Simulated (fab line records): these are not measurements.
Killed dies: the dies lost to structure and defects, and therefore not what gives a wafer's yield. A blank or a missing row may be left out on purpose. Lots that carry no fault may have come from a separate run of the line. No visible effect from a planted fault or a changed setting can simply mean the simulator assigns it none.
Split-lot study / flow n5-finfet / 7 lots, 21 wafers read, on a route of 1938 steps

## THE SPLIT ITSELF
At N5_HKMG_FIN_ETCH_54 (etches SiARC in CF4, target depth 45.5 nm, time 75.8 s), the setting source-w was moved away from the recipe's 545 W on 5 of the 21 wafers read, by -16.2% to -7.8%. This setting was run at the recipe's value on the other wafers.

The reading is taken at the split's own step.

## THE READING
rf-vpp-V, in V, at N5_HKMG_FIN_ETCH_54 (etches SiARC in CF4, target depth 45.5 nm, time 75.8 s). Typical for fault-free wafers on this fab line: 184.1 V, with standard deviation 1.1 V.

wafer=L076.1; tool, chamber at the split=rie-diel-05, 0; source-w as run, W=545; against the recipe=recipe; rf-vpp-V, V=184.8; against lot-mates on the recipe=-
wafer=L076.2; tool, chamber at the split=rie-diel-05, 1; source-w as run, W=545; against the recipe=recipe; rf-vpp-V, V=184.3; against lot-mates on the recipe=-
wafer=L076.6; tool, chamber at the split=rie-diel-05, 0; source-w as run, W=545; against the recipe=recipe; rf-vpp-V, V=184.5; against lot-mates on the recipe=-
wafer=L081.2; tool, chamber at the split=rie-diel-05, 1; source-w as run, W=545; against the recipe=recipe; rf-vpp-V, V=184.9; against lot-mates on the recipe=-
wafer=L081.5; tool, chamber at the split=rie-diel-05, 1; source-w as run, W=545; against the recipe=recipe; rf-vpp-V, V=184.4; against lot-mates on the recipe=-
wafer=L081.6; tool, chamber at the split=rie-diel-05, 0; source-w as run, W=545; against the recipe=recipe; rf-vpp-V, V=185.4; against lot-mates on the recipe=-
wafer=L086.3; tool, chamber at the split=rie-diel-03, 3; source-w as run, W=545; against the recipe=recipe; rf-vpp-V, V=182.7; against lot-mates on the recipe=-
wafer=L086.4; tool, chamber at the split=rie-diel-03, 1; source-w as run, W=545; against the recipe=recipe; rf-vpp-V, V=182.7; against lot-mates on the recipe=-
wafer=L086.5; tool, chamber at the split=rie-diel-03, 2; source-w as run, W=545; against the recipe=recipe; rf-vpp-V, V=182.0; against lot-mates on the recipe=-
wafer=L089.2; tool, chamber at the split=rie-diel-02, 1; source-w as run, W=545; against the recipe=recipe; rf-vpp-V, V=184.5; against lot-mates on the recipe=-
wafer=L089.3; tool, chamber at the split=rie-diel-02, 0; source-w as run, W=545; against the recipe=recipe; rf-vpp-V, V=181.4; against lot-mates on the recipe=-
wafer=L089.4; tool, chamber at the split=rie-diel-02, 2; source-w as run, W=545; against the recipe=recipe; rf-vpp-V, V=183.7; against lot-mates on the recipe=-
wafer=L091.3; tool, chamber at the split=rie-diel-02, 0; source-w as run, W=545; against the recipe=recipe; rf-vpp-V, V=183.9; against lot-mates on the recipe=-
wafer=L091.4; tool, chamber at the split=rie-diel-02, 3; source-w as run, W=545; against the recipe=recipe; rf-vpp-V, V=184.7; against lot-mates on the recipe=-
wafer=L091.5; tool, chamber at the split=rie-diel-02, 1; source-w as run, W=456.9; against the recipe=-16.2%; rf-vpp-V, V=197.0; against lot-mates on the recipe=+12.7
wafer=L095.2; tool, chamber at the split=rie-diel-02, 0; source-w as run, W=502.7; against the recipe=-7.8%; rf-vpp-V, V=186.4; against lot-mates on the recipe=+1.2
wafer=L095.4; tool, chamber at the split=rie-diel-02, 0; source-w as run, W=502.7; against the recipe=-7.8%; rf-vpp-V, V=187.3; against lot-mates on the recipe=+2.1
wafer=L095.6; tool, chamber at the split=rie-diel-02, 1; source-w as run, W=545; against the recipe=recipe; rf-vpp-V, V=185.2; against lot-mates on the recipe=-
wafer=L097.1; tool, chamber at the split=rie-diel-03, 3; source-w as run, W=500; against the recipe=-8.3%; rf-vpp-V, V=189.2; against lot-mates on the recipe=+6.2
wafer=L097.3; tool, chamber at the split=rie-diel-03, 3; source-w as run, W=500; against the recipe=-8.3%; rf-vpp-V, V=190.5; against lot-mates on the recipe=+7.5
wafer=L097.6; tool, chamber at the split=rie-diel-03, 3; source-w as run, W=545; against the recipe=recipe; rf-vpp-V, V=183.0; against lot-mates on the recipe=-

THE FIT
A straight line over all 21 wafers: rf-vpp-V changes by -0.701 V for each +1% of source-w; r = -0.92; the points scatter about the line by 1.4 V.
The same after taking each lot's own level away (the mean of its wafers on the recipe; 21 wafers): -0.677 V for each +1%; r = -0.91; scatter 1.4 V.
The reading moves by 11 V for the largest change in source-w, on that fit.
From 182.47 to 185.20 V: that is the span of the lots' own levels, equal to 2.5 times the standard deviation above.
The two slopes are in agreement: the lot-to-lot level therefore moves the slope only a little.
Check: with one of the wafers moved furthest among these (-16.2%) left out of the fit, the line predicts +8.75 V for it against its lot-mates. Against them it came out at +12.7 V.
Tool readings at the split's step, against how far the setting was moved: etch-rf-on-time-s r = -0.91; rf-vpp-V r = -0.92.

## OTHER SPLITS ON THESE WAFERS
Other splits were also applied to these wafers ahead of the reading. Each is held against what the fit with the lots' levels taken away leaves over:
other split on the same wafers=N5_SD_EPI_P_PEB_07 peb-time-s; wafers away from the commonest value=8; r with rf-vpp-V (lot level and that fit taken away)=+0.22
other split on the same wafers=N5_SD_EPI_P_ETCH_16 target-depth-a; wafers away from the commonest value=8; r with rf-vpp-V (lot level and that fit taken away)=-0.11
other split on the same wafers=N5_SDB_ETCH_17 bias-w; wafers away from the commonest value=7; r with rf-vpp-V (lot level and that fit taken away)=-0.04
other split on the same wafers=N5_SDB_ETCH_18 source-w; wafers away from the commonest value=9; r with rf-vpp-V (lot level and that fit taken away)=+0.16
other split on the same wafers=N5_HKMG_FIN_COAT_41 spin-rpm; wafers away from the commonest value=6; r with rf-vpp-V (lot level and that fit taken away)=+0.16

## THE WHOLE CHAIN: every reading that the file lists as answering this split, in the file's order
step=N5_HKMG_FIN_ETCH_54; what it does=etches SiARC in CF4, target depth 45.5 nm, time 75.8 s; reading=etch-rf-on-time-s; change (the file's fit)=withheld for each +1% of the setting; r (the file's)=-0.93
step=N5_HKMG_FIN_ETCH_54; what it does=etches SiARC in CF4, target depth 45.5 nm, time 75.8 s; reading=rf-vpp-V; change (the file's fit)=-0.707 V for each +1% of the setting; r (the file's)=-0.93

## THE FILE'S OWN FIT
rf-vpp-V changes by -0.707 V for each +1% of source-w, r = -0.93.
